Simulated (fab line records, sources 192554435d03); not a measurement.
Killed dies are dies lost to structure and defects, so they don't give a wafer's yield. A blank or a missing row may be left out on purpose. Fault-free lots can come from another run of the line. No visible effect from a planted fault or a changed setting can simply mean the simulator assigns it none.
fab line records	flow n5Finfet
[record] lots = 10	wafers = 30	lastDay = 18
route steps=1938 shown HKMG_FIN@398 BEOL_M4@1111 PASSIVATION@1936
lots that met no fault: from a run of the same line without faults
startH: start of the lot's first displayed wafer, in hours after the record's first day	waitH: hours elapsed since this lot's preceding step	" as in the row above	L1.1+2: a row that stands for several wafers	- no value, or no start given	* or withheld: withheld	< > ~ a bound
route shown NAME@n: a module of which the file shows steps, and the number in the route of the first	usual: mean/standard deviation taken from wafers without a fault	same: alike in all rows	chamber/n: place in a boat	sites: readings site by site	_std_site: how widely they spread, as a standard deviation	_edge_site: inner sites' mean taken away from outer sites' mean	radiusMm: for every site, how far away it sits from the centre of the wafer	mask NAME#n: copy n	behind: tool/chamber where the wafer was last shaped	hold: reason for holding the lot/hours on hold/outcome of the hold	device: whichever transistor did not switch (one of n, p or np)	end of line: the same wafers' tests at the end of the route	a step given without rows: its recipe and nothing more	killed: dies lost to structure and defects at the first sort, not the wafer's yield	map: per-die view of a wafer (x killed, . not killed, _ where there is no die)
set.NAME: the setting as run; set.NAME@STEP: as run at that earlier step	model.NAME: the simulator's own value behind a step, which no gauge read
a sample of lots followed through the steps of the route, with each step as a table and each wafer as a row
services: the hour from which a tool's chamber was out of use, counted from the record's first day as startH (under 0 if before that day), plus the number of hours and why
[[steps]]
[step N5_HKMG_FIN_CD_MEAS_49]
[recipe] targetCdNm = 202	landingEnergyEv = 500	detector = seInlens	polarity = opening
[usual] cdNm = 202.0/0.66
lot.wafer	tool	chamber	startH	waitH	cdNm
L552.1	cdSem-01	0	76.12	-	202.4
L552.5	"	0	"	"	203.2
L552.6	"	0	"	"	201.2
L553.2	cdSem-03	0	89.35	-	201.3
L553.4	"	0	"	"	201.3
L553.6	"	0	"	"	200.6
L555.1	cdSem-01	0	96.66	-	201.8
L555.3	"	0	"	"	202.1
L555.6	"	0	"	"	201.6
L557.3	cdSem-03	0	103.05	-	202.1
L557.4	"	0	"	"	202.3
L557.6	"	0	"	"	202.4
L558.1	cdSem-02	0	109.24	-	202.2
L558.3	"	0	"	"	201.6
L558.6	"	0	"	"	201.4
L561.1	cdSem-01	0	126.17	-	202.2
L561.2	"	0	"	"	202.7
L561.4	"	0	"	"	203.5
L566.2	cdSem-03	0	158.14	-	203.0
L566.3	"	0	"	"	201.9
L566.5	"	0	"	"	201.9
L569.3	cdSem-01	0	175.88	-	202.5
L569.5	"	0	"	"	201.7
L569.6	"	0	"	"	202.1
L573.2	cdSem-01	0	199.94	-	202.2
L573.3	"	0	"	"	203.3
L573.4	"	0	"	"	203.6
L575.2	cdSem-01	0	213.43	-	202.0
L575.4	"	0	"	"	202.2
L575.5	"	0	"	"	202.8
[step N5_HKMG_FIN_STRIP_57]
[recipe] chemistry = CF4	resist = SiARC	powerW = 300	biasPowerW = 75	pressureMtorr = 50	cf4FlowSccm = 150	rfFrequencyHz = 6e+07
[usual] drypumpMotorCurrentA = 5.6/0.51	oesProductAu = 0.78/0.061	rfFwdPowerW = 295.3/1.6	rfVppV = 271.6/1.5	showerheadPlenumPTorr = 1.81/0.056	throttleValvePct = 13.62/0.21
lot.wafer	tool	chamber	startH	waitH	drypumpMotorCurrentA	oesProductAu	rfFwdPowerW	rfHoursCounterH	rfVppV	showerheadPlenumPTorr	throttleValvePct
L552.1	rieDiel-05	3	76.64	0.0	4.6	0.87	292.3	36	272.9	1.91	13.57
L552.5	"	2	"	"	5.6	0.89	294.2	-	273.4	1.89	13.41
L552.6	"	1	"	"	5.7	0.86	297.2	-	270.8	1.74	13.39
L553.2	rieDiel-03	2	90.51	0.0	5.3	0.80	295.2	76	271.2	1.82	13.75
L553.4	"	2	"	"	5.3	0.80	295.6	-	270.9	1.82	13.75
L553.6	"	3	"	"	6.3	0.71	292.6	-	268.5	1.72	13.89
L555.1	rieDiel-03	2	97.07	0.0	5.3	0.80	294.2	81	272.1	1.82	13.75
L555.3	"	3	"	"	6.3	0.70	293.3	200	269.8	1.72	13.89
L555.6	"	2	"	"	5.3	0.80	294.4	-	271.3	1.82	13.77
L557.3	rieDiel-05	1	105.28	0.0	5.7	0.86	297.2	48	271.0	1.74	13.39
L557.4	"	3	"	"	4.6	0.88	293.1	36	274.5	1.91	13.57
L557.6	"	0	"	"	6.2	0.84	-	-	270.8	1.74	13.60
L558.1	rieDiel-01	2	109.61	0.0	5.0	0.74	297.4	154	270.6	1.86	13.85
L558.3	"	1	"	"	5.2	0.89	296.0	23	271.2	1.81	13.29
L558.6	"	0	"	"	6.3	0.82	295.5	-	272.2	1.81	13.33
L561.1	rieDiel-05	1	126.56	0.0	5.7	0.86	296.8	55	271.1	1.74	13.41
L561.2	"	2	"	"	5.6	0.87	295.0	30	273.9	1.89	13.43
L561.4	"	0	"	"	6.2	0.83	-	66	271.5	1.74	13.64
L566.2	rieDiel-01	1	158.66	0.0	5.2	0.86	296.7	40	272.4	1.80	13.34
L566.3	"	0	"	"	6.4	0.81	295.8	92	271.7	1.80	13.36
L566.5	"	1	"	"	5.2	0.85	294.9	-	272.5	1.80	13.32
L569.3	rieDiel-01	1	176.38	0.0	5.2	0.84	295.2	48	272.1	1.80	13.37
L569.5	"	0	"	"	6.3	0.80	296.7	-	271.0	1.80	13.37
L569.6	"	3	"	"	5.3	0.71	292.1	-	271.7	1.87	13.68
L573.2	rieDiel-01	2	200.31	0.0	5.0	0.72	295.9	187	271.7	1.85	13.90
L573.3	"	3	"	"	5.3	0.70	291.5	196	272.2	1.86	13.73
L573.4	"	0	"	"	6.4	0.79	297.8	107	271.0	1.80	13.40
L575.2	rieDiel-03	3	213.82	0.0	6.4	0.68	-	249	267.8	1.71	14.00
L575.4	"	1	"	"	5.2	0.79	295.5	127	271.7	1.79	13.56
L575.5	"	3	"	"	6.3	0.67	-	-	268.9	1.71	14.01
[step N5_HKMG_FIN_CVD_62]
[recipe] material = a-Si	targetThkA = 30	tempC = 500	precursor = Si2H6	pressureTorr = 1	timeS = 20.8
[usual] heaterPowerW = 1486/130
lot.wafer	tool	chamber	startH	waitH	heaterPowerW	sinceWetCleanH
L553.2	thermalCvdSi-02	1	91.95	0.2	1678	146
L553.4	"	2	"	"	1501	-
L553.6	"	0	"	"	1421	-
L555.1	thermalCvdSi-01	2	98.52	0.2	1347	882
L555.3	"	1	"	"	1596	882
L555.6	"	1	"	"	1666	-
L552.1	thermalCvdSi-01	1	106.16	0.2	1660	890
L552.5	"	2	"	"	1321	-
L552.6	"	0	"	"	1406	-
L557.3	thermalCvdSi-02	0	107.10	0.2	1422	162
L557.4	"	2	"	"	1539	-
L557.6	"	1	"	"	1628	-
L558.1	thermalCvdSi-01	0	111.05	0.2	1384	895
L558.3	"	2	"	"	1345	895
L558.6	"	0	"	"	1365	-
L561.1	thermalCvdSi-02	0	128.01	0.2	1397	183
L561.2	"	1	"	"	1672	183
L561.4	"	0	"	"	1369	-
L566.2	thermalCvdSi-01	0	160.11	0.2	1376	944
L566.3	"	2	"	"	1295	944
L566.5	"	0	"	"	1399	-
L569.3	thermalCvdSi-01	0	177.83	0.2	1372	961
L569.5	"	2	"	"	1338	-
L569.6	"	1	"	"	1614	-
L573.2	thermalCvdSi-01	1	201.78	0.2	1690	985
L573.3	"	0	"	"	1415	985
L573.4	"	2	"	"	1355	-
L575.2	thermalCvdSi-01	0	215.26	0.2	1393	999
L575.4	"	0	"	"	1376	-
L575.5	"	1	"	"	1660	-
[step N5_HKMG_FIN_ALD_36]
[recipe] material = TiN	targetThkA = 10	tempC = 400	aldPrecursorFamily = TiCl4	aldCoReactant = NH3	pulseTimeS = 1	purgeTimeS = 3	coReactantPurgeTimeS = 2	coReactantPulseTimeS = 2	aldCycles = 47	pressureTorr = 3
[usual] aldCycles = 47/0	heaterPowerW = 891/110	precursorPulseHeightRel = 1.001/0.019
[same] purgeTimeS = 3
lot.wafer	tool	chamber	startH	waitH	aldCycles	heaterPowerW	precursorPulseHeightRel	sinceWetCleanH
L553.2	aldMetal-04	0	92.35	0.0	47	757	0.986	1294
L553.4	"	0	"	"	47	733	1.014	-
L553.6	"	2	"	"	47	1013	1.003	-
L555.1	aldMetal-04	0	99.03	0.0	47	755	0.964	1300
L555.3	"	1	"	"	47	1032	0.998	1300
L555.6	"	0	"	"	47	752	0.998	-
L552.1	aldMetal-01	1	106.56	0.0	47	910	1.019	2846
L552.5	"	0	"	"	47	714	1.021	-
L552.6	"	1	"	"	47	947	1.006	-
L557.3	aldMetal-04	3	107.50	0.0	47	743	1.002	1309
L557.4	"	1	"	"	47	1018	1.002	1309
L557.6	"	0	"	"	47	748	1.009	-
L558.1	aldMetal-02	1	111.45	0.0	47	843	1.015	5928
L558.3	"	3	"	"	47	850	0.978	5928
L558.6	"	3	"	"	47	849	0.980	-
L561.1	aldMetal-01	0	128.63	0.0	47	726	1.030	2868
L561.2	"	1	"	"	47	902	1.003	2868
L561.4	"	2	"	"	47	877	1.002	2868
L566.2	aldMetal-01	3	160.52	0.0	47	984	0.985	2900
L566.3	"	0	"	"	47	746	0.990	2900
L566.5	"	0	"	"	47	730	1.001	-
L569.3	aldMetal-01	0	178.22	0.0	47	719	0.978	2918
L569.5	"	2	"	"	47	897	1.027	-
L569.6	"	1	"	"	49	925	0.983	-
L573.2	aldMetal-01	3	202.23	0.0	49	955	1.005	2942
L573.3	"	2	"	"	47	874	1.006	2942
L573.4	"	0	"	"	47	738	0.984	2942
L575.2	aldMetal-04	0	215.67	0.0	47	766	0.965	1417
L575.4	"	3	"	"	47	727	1.004	1417
L575.5	"	0	"	"	47	763	0.971	-
[step N5_BEOL_M4_RC_MEAS_101]
[usual] DIBL_N = 37.1/1.8	DIBL_P = 37.2/2.1	IOFF_N = 0.17/0.033	IOFF_P = 0.22/0.037	ION_N = 680/11	ION_P = 464/7.7	SS_N = 71.7/0.63	SS_P = 73.6/0.67	VT_N = 248.9/2.9	VT_P = -251/3.6
lot.wafer	tool	chamber	startH	waitH	DIBL_N[mV/V]	DIBL_P[mV/V]	IOFF_N[nA/um]	IOFF_P[nA/um]	ION_N[uA/um]	ION_P[uA/um]	SS_N[mV/dec]	SS_P[mV/dec]	VT_N[mV]	VT_P[mV]
L555.1	prober-02	0	190.94	0.0	38.7	40.6	0.22	0.26	701	473	72.0	74.6	242.9	-248
L555.3	"	0	"	"	35.8	36.7	0.14	0.18	676	455	71.4	73.2	251.4	-256
L555.6	"	0	"	"	34.1	33.8	0.12	0.15	667	454	71.0	72.5	251.3	-256
L553.2	prober-02	0	193.68	0.2	37.2	37.9	0.19	0.27	674	466	71.7	73.9	244.5	-245
L553.4	"	0	"	"	34.4	34.7	0.15	0.20	675	464	72.2	72.8	250.0	-248
L553.6	"	0	"	"	36.1	36.9	0.16	0.24	679	473	72.1	74.3	250.0	-245
L558.1	prober-02	0	211.27	0.0	36.6	35.3	0.14	0.16	663	449	72.0	72.9	253.8	-254
L558.3	"	0	"	"	37.9	38.5	0.18	0.22	684	464	72.4	74.1	248.7	-253
L558.6	"	0	"	"	38.8	38.1	0.19	0.21	681	463	71.7	74.2	249.6	-253
L552.1	prober-02	0	213.05	0.0	37.9	37.9	0.17	0.20	671	454	72.0	73.3	250.8	-250
L552.5	"	0	"	"	38.6	38.6	0.19	0.22	677	459	72.0	73.4	247.7	-249
L552.6	"	0	"	"	38.9	40.7	0.21	0.26	713	480	71.7	73.4	244.9	-249
L557.3	prober-02	0	216.44	0.3	37.3	37.8	0.18	0.23	690	467	71.9	74.0	246.8	-249
L557.4	"	0	"	"	39.4	38.5	0.21	0.24	693	462	72.3	74.5	245.6	-248
L557.6	"	0	"	"	37.5	36.9	0.18	0.22	689	468	71.6	73.8	246.4	-249
L561.1	prober-01	0	235.29	0.0	35.6	35.8	0.15	0.20	675	466	71.2	73.9	249.1	-251
L561.2	"	0	"	"	38.3	37.0	0.19	0.23	691	470	71.7	73.9	249.9	-249
L561.4	"	0	"	"	34.8	34.9	0.14	0.19	678	464	70.5	72.2	250.8	-254
L566.2	prober-02	0	274.81	0.2	37.6	37.8	0.16	0.18	674	456	71.8	73.2	250.6	-256
L566.3	"	0	"	"	37.6	37.0	0.15	0.17	673	459	71.1	72.8	250.8	-256
L566.5	"	0	"	"	37.3	37.4	0.16	0.17	676	453	71.5	72.9	248.5	-256
L569.3	prober-01	0	286.01	0.3	36.6	36.0	0.15	0.20	673	461	71.4	73.1	251.9	-249
L569.5	"	0	"	"	35.4	34.3	0.13	0.18	687	472	71.3	73.1	251.6	-252
L569.6	"	0	"	"	39.7	38.6	0.21	0.25	671	458	72.8	73.6	248.7	-248
L573.2	prober-01	0	318.01	0.2	38.4	37.9	0.20	0.25	695	471	72.2	74.3	243.4	-247
L573.3	"	0	"	"	37.4	36.2	0.18	0.22	678	461	72.0	73.4	247.8	-251
L573.4	"	0	"	"	37.3	35.7	0.17	0.21	666	461	71.5	73.1	249.1	-252
L575.2	prober-02	0	325.78	0.2	40.8	40.8	0.27	0.34	703	477	73.1	74.0	242.1	-241
L575.4	"	0	"	"	35.2	34.0	0.13	0.20	677	463	72.0	72.0	251.3	-248
L575.5	"	0	"	"	37.1	36.9	0.18	0.25	679	467	71.7	73.6	248.0	-244
[step N5_PASSIVATION_PROBE_49]
[usual] defectLimitedYield = 91.7/1.5	killed_at_M0_to_M3 = 32/10	killed_at_M4_up = 14/5.3	killedAtContacts = 13/5.7	killedAtFrontEnd = 37/10	killedAtOther = 3.3/2.5	killedDies = 98/18	killedOpen = 65/13	killedShort = 31/7.5	sort_bin_5_function = 4.9/0.91	sort_bin_6_memory = 3.1/0.71	sort_bin_8_speed = 0.00/0.017	sortNPass = 1082/18	sortYieldPct = 91.7/1.5
[same] grossDies = 1180	killedAtBackSide = 0	sort_bin_4_leakage[%] = 0
lot.wafer	tool	chamber	startH	waitH	defectLimitedYield[%]	killed_at_M0_to_M3	killed_at_M4_up	killedAtContacts	killedAtFrontEnd	killedAtOther	killedDies	killedOpen	killedShort	sort_bin_5_function[%]	sort_bin_6_memory[%]	sort_bin_8_speed[%]	sortNPass	sortYieldPct[%]
L555.1	prober-01	-	300.38	0.0	94.2	22	10	7	29	0	68	37	24	3.0	2.1	0	1112	94.2
L555.3	prober-01	-	300.48	0.1	91.2	26	10	16	49	3	104	65	39	5.2	3.4	0	1076	91.2
L555.6	prober-01	-	300.63	0.3	91.3	28	17	11	45	2	103	57	42	4.8	3.2	0	1077	91.3
L553.2	prober-02	-	301.95	0.1	94.3	15	19	6	25	2	67	44	22	3.2	2.4	0	1113	94.3
L553.4	prober-02	-	302.05	0.2	92.2	17	14	4	46	11	92	68	23	4.7	3.0	0	1088	92.2
L553.6	prober-02	-	302.15	0.3	92.5	21	14	12	38	4	89	59	30	4.5	2.9	0	1091	92.5
L557.3	prober-01	-	316.77	0.1	91.9	29	8	12	43	4	96	68	27	4.2	3.5	0	1084	91.9
L557.4	prober-01	-	316.82	0.2	93.2	31	13	13	22	1	80	51	25	4.1	2.3	0	1100	93.2
L557.6	prober-01	-	316.92	0.3	91.8	29	21	18	24	5	97	72	24	5.2	3.0	0	1083	91.8
L569.3	prober-02	-	394.37	0.1	91.8	50	3	8	34	2	97	60	37	5.2	2.9	0	1083	91.8
L569.5	prober-02	-	394.47	0.2	90.9	37	20	15	29	6	107	63	38	5.0	3.7	0	1073	90.9
L569.6	prober-02	-	394.52	0.3	90.8	37	9	11	50	1	108	76	32	5.7	3.2	0	1072	90.8
L573.2	prober-02	-	428.52	0.1	91.3	28	16	10	44	5	103	74	29	5.1	3.3	0	1077	91.3
L573.3	prober-02	-	428.57	0.1	89.9	47	11	10	48	3	119	82	33	5.3	4.2	0	1061	89.9
L573.4	prober-02	-	428.62	0.2	90.0	39	20	9	46	4	118	85	33	5.8	4.1	0	1062	90.0
// killed by level:class
L555.1 MOL_CONTACT_COAG:geometricParticle:open=6 BEOL_M0_SAQP:geometricParticle:short=6 HKMG_FIN:areaEtch=6 FIN_SAQP:geometricParticle:short=5 BEOL_M0_SAQP:geometricParticle:open=5 DUMMY_GATE:geometricParticle:open=4 BEOL_M4:geometricParticle:open=4 FIN_SAQP:geometricParticle:open=3
L555.3 MOL_CONTACT_COAG:geometricParticle:open=15 FIN_SAQP:geometricParticle:short=14 BEOL_M0_SAQP:geometricParticle:open=8 FIN_SAQP:geometricParticle:open=6 DUMMY_GATE:geometricParticle:open=6 BEOL_M0_SAQP:geometricParticle:short=6 GATE_CUT:geometricParticle:short=5 GATE_CUT:geometricParticle:open=4
L555.6 MOL_CONTACT_COAG:geometricParticle:open=9 BEOL_M4:geometricParticle:open=9 BEOL_M0_SAQP:geometricParticle:open=7 FIN_SAQP:geometricParticle:short=6 BEOL_M0_SAQP:geometricParticle:short=6 FIN_SAQP:geometricParticle:open=5 DUMMY_GATE:geometricParticle:open=5 BEOL_M2:geometricParticle:open=5
L553.2 BEOL_M5:geometricParticle:open=9 STI_FIN_REVEAL:geometricParticle:open=8 GATE_CUT:geometricParticle:short=6 BEOL_M0_SAQP:geometricParticle:short=6 GATE_CUT:geometricParticle:open=5 MOL_CONTACT_COAG:geometricParticle:open=4 BEOL_M3:geometricParticle:open=4 DUMMY_GATE:geometricParticle:open=3
L553.4 STI_FIN_REVEAL:geometricParticle:open=20 DUMMY_GATE:geometricParticle:open=5 BEOL_M4:geometricParticle:open=5 MIM_TOP:geometricParticle:open=4 MOL_CONTACT_COAG:geometricParticle:open=4 BEOL_M0_SAQP:geometricParticle:short=4 BEOL_M3:geometricParticle:open=4 MIM_TOP:geometricParticle:short=4
L553.6 MOL_CONTACT_COAG:geometricParticle:open=12 GATE_CUT:geometricParticle:short=9 BEOL_M0_SAQP:geometricParticle:short=8 STI_FIN_REVEAL:geometricParticle:open=6 BEOL_M4:geometricParticle:open=6 STARTING-WAFER:geometricParticle:open=6 FIN_SAQP:geometricParticle:short=5 FIN_SAQP:geometricParticle:open=4
L557.3 FIN_SAQP:geometricParticle:open=13 MOL_CONTACT_COAG:geometricParticle:open=11 BEOL_M1:geometricParticle:open=10 STI_FIN_REVEAL:geometricParticle:open=8 FIN_SAQP:geometricParticle:short=7 DUMMY_GATE:geometricParticle:open=7 BEOL_M0_SAQP:geometricParticle:open=4 BEOL_M7:geometricParticle:open=4
L557.4 MOL_CONTACT_COAG:geometricParticle:open=11 BEOL_M2:geometricParticle:open=8 FIN_SAQP:geometricParticle:short=6 BEOL_M1:geometricParticle:open=6 BEOL_M0_SAQP:geometricParticle:short=4 BEOL_M2:geometricParticle:short=4 FIN_SAQP:geometricParticle:open=3 DUMMY_GATE:geometricParticle:open=3
L557.6 BEOL_M2:geometricParticle:open=19 BEOL_M4:geometricParticle:open=10 MOL_CONTACT_COAG:geometricParticle:short=9 MOL_CONTACT_COAG:geometricParticle:open=9 FIN_SAQP:geometricParticle:open=7 BEOL_M1:geometricParticle:open=5 BEOL_M5:geometricParticle:open=4 BEOL_M3:geometricParticle:open=3
L569.3 BEOL_M1:geometricParticle:open=13 BEOL_M3:geometricParticle:open=11 GATE_CUT:geometricParticle:short=7 MOL_CONTACT_COAG:geometricParticle:open=7 FIN_SAQP:geometricParticle:open=5 STI_FIN_REVEAL:geometricParticle:open=5 BEOL_M0_SAQP:geometricParticle:short=5 BEOL_M0_SAQP:geometricParticle:open=5
L569.5 MOL_CONTACT_COAG:geometricParticle:open=12 BEOL_M0_SAQP:geometricParticle:short=11 BEOL_M0_SAQP:geometricParticle:open=9 BEOL_M1:geometricParticle:open=6 BEOL_M5:geometricParticle:open=6 DUMMY_GATE:geometricParticle:open=5 GATE_CUT:geometricParticle:short=5 BEOL_M4:geometricParticle:open=5
L569.6 STI_FIN_REVEAL:geometricParticle:open=15 FIN_SAQP:geometricParticle:open=12 FIN_SAQP:geometricParticle:short=9 MOL_CONTACT_COAG:geometricParticle:open=7 BEOL_M1:geometricParticle:open=7 BEOL_M2:geometricParticle:open=7 BEOL_M0_SAQP:geometricParticle:short=6 BEOL_M3:geometricParticle:open=6
L573.2 STI_FIN_REVEAL:geometricParticle:open=14 MOL_CONTACT_COAG:geometricParticle:open=8 BEOL_M3:geometricParticle:open=7 BEOL_M4:geometricParticle:open=6 STI_FIN_REVEAL:geometricParticle:short=5 BEOL_M0_SAQP:geometricParticle:open=5 DUMMY_GATE:geometricParticle:open=4 BEOL_M2:geometricParticle:open=4
L573.3 STI_FIN_REVEAL:geometricParticle:open=13 BEOL_M3:geometricParticle:open=13 BEOL_M2:geometricParticle:open=10 DUMMY_GATE:geometricParticle:open=8 MOL_CONTACT_COAG:geometricParticle:open=8 BEOL_M0_SAQP:geometricParticle:open=6 GATE_CUT:geometricParticle:short=5 BEOL_M0_SAQP:geometricParticle:short=5
L573.4 STI_FIN_REVEAL:geometricParticle:open=15 BEOL_M2:geometricParticle:open=11 MOL_CONTACT_COAG:geometricParticle:open=9 FIN_SAQP:geometricParticle:open=8 BEOL_M1:geometricParticle:open=7 BEOL_M0_SAQP:geometricParticle:short=6 FIN_SAQP:geometricParticle:short=5 BEOL_M4:geometricParticle:open=5
[[services]]
tool	chamber	startH	hours	kind
rieDiel-01	-	73.72	1.2	repair
aldMetal-01	1	74.46	-	calibration
rieDiel-01	1	77.18	4.7	repair
aldMetal-04	3	82.71	16.8	repair
rieDiel-01	3	100.79	8.7	repair
thermalCvdSi-02	2	121.21	115.1	repair
thermalCvdSi-01	-	134.32	1.4	repair
rieDiel-01	-	135.57	0.8	repair
rieDiel-05	1	148.75	2.2	repair
rieDiel-05	0	152.80	25.5	repair
rieDiel-05	1	160.48	5.4	repair
rieDiel-01	0	168.70	6.0	repair
thermalCvdSi-02	-	174.70	5.4	repair
aldMetal-02	-	189.77	3.0	repair
aldMetal-01	-	197.87	2.8	pm
[[key]]
[firstSign] step = N5_HKMG_FIN_ALD_36	reading = aldCycles	direction = up	sigmas = 99+	usual = *	struck = *
effect none on later readings
metAt N5_HKMG_FIN_ALD_36
struckLots L569,L573
struckWafers L569.6,L573.2
notActingAt N5_HKMG_FIN_CD_MEAS_49,N5_HKMG_FIN_STRIP_57,N5_HKMG_FIN_CVD_62
onsetBetween 160.52 178.22
[fault] kind = processParameterDrift	tool = aldMetal-01	chamber = -	onsetH = 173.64	steps = N5_HKMG_FIN_ALD_36	channel = aldCycles	offset = *	shape = step	endH = 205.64	scope = struckWafersOnly	actsIn = *	stated = *
